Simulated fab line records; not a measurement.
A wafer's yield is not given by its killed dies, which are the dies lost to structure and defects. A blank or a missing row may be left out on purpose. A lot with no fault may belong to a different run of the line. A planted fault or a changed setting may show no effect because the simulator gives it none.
Chamber matching || flow n5_finfet || N5_SD_EPI_P_ETCH_16 on rie_diel-02 has 4 sister chambers
The step etches SiO2 in CHF3/O2, target depth 5 nm. 8 wafers are shown with their chamber, then 8 later ones without.

== WAFERS, EACH WITH ITS CHAMBER ==
{"wafer": "L082.4", "chamber": 3, "drypump_motor_current_A (A)": 5.1, "rf_vpp_V (V)": 506}
{"wafer": "L082.5", "chamber": 0, "drypump_motor_current_A (A)": 5.5, "rf_vpp_V (V)": 523}
{"wafer": "L085.4", "chamber": 2, "drypump_motor_current_A (A)": 5.5, "rf_vpp_V (V)": 507}
{"wafer": "L085.5", "chamber": 1, "drypump_motor_current_A (A)": 6.1, "rf_vpp_V (V)": 519}
{"wafer": "L088.2", "chamber": 0, "drypump_motor_current_A (A)": 5.5, "rf_vpp_V (V)": 521}
{"wafer": "L088.3", "chamber": 3, "drypump_motor_current_A (A)": 5.2, "rf_vpp_V (V)": 507}
{"wafer": "L088.4", "chamber": 1, "drypump_motor_current_A (A)": 6.1, "rf_vpp_V (V)": 519}
{"wafer": "L089.2", "chamber": 2, "drypump_motor_current_A (A)": 5.5, "rf_vpp_V (V)": 506}

== WAFERS WITH NO CHAMBER GIVEN ==
{"wafer": "L089.3", "drypump_motor_current_A (A)": 5.5, "rf_vpp_V (V)": 522}
{"wafer": "L089.4", "drypump_motor_current_A (A)": 5.2, "rf_vpp_V (V)": 508}
{"wafer": "L090.1", "drypump_motor_current_A (A)": 5.2, "rf_vpp_V (V)": 506}
{"wafer": "L090.3", "drypump_motor_current_A (A)": 5.5, "rf_vpp_V (V)": 520}
{"wafer": "L090.4", "drypump_motor_current_A (A)": 6.1, "rf_vpp_V (V)": 519}
{"wafer": "L096.3", "drypump_motor_current_A (A)": 5.5, "rf_vpp_V (V)": 507}
{"wafer": "L096.4", "drypump_motor_current_A (A)": 5.4, "rf_vpp_V (V)": 521}
{"wafer": "L096.5", "drypump_motor_current_A (A)": 5.5, "rf_vpp_V (V)": 506}

== WHICH CHAMBER EACH WENT THROUGH ==
{"wafer": "L089.3", "from the rows above": 0, "in truth": 0}
{"wafer": "L089.4", "from the rows above": 3, "in truth": 3}
{"wafer": "L090.1", "from the rows above": 3, "in truth": 3}
{"wafer": "L090.3", "from the rows above": 0, "in truth": 0}
{"wafer": "L090.4", "from the rows above": 1, "in truth": 1}
{"wafer": "L096.3", "from the rows above": 2, "in truth": 2}
{"wafer": "L096.4", "from the rows above": 0, "in truth": 0}
{"wafer": "L096.5", "from the rows above": 2, "in truth": 2}
Correct placement for 8 of the 8. Left unplaced by these rows: 0. Placed wrongly: 0.
How it was worked out, from the rows above alone: a wafer's distance from a chamber is the root of the sum, over the readings, of the square of ((its reading less the chamber's mean) divided by the reading's scatter). If the next closest chamber is less than 2 further off than the closest, the wafer can't be placed; otherwise it belongs to the closest. The mean given for a chamber averages the wafers shown for that chamber. The scatter is the square root of a quotient: the sum, over the shown wafers, of each reading's squared deviation from its chamber's mean, divided by wafers minus chambers.
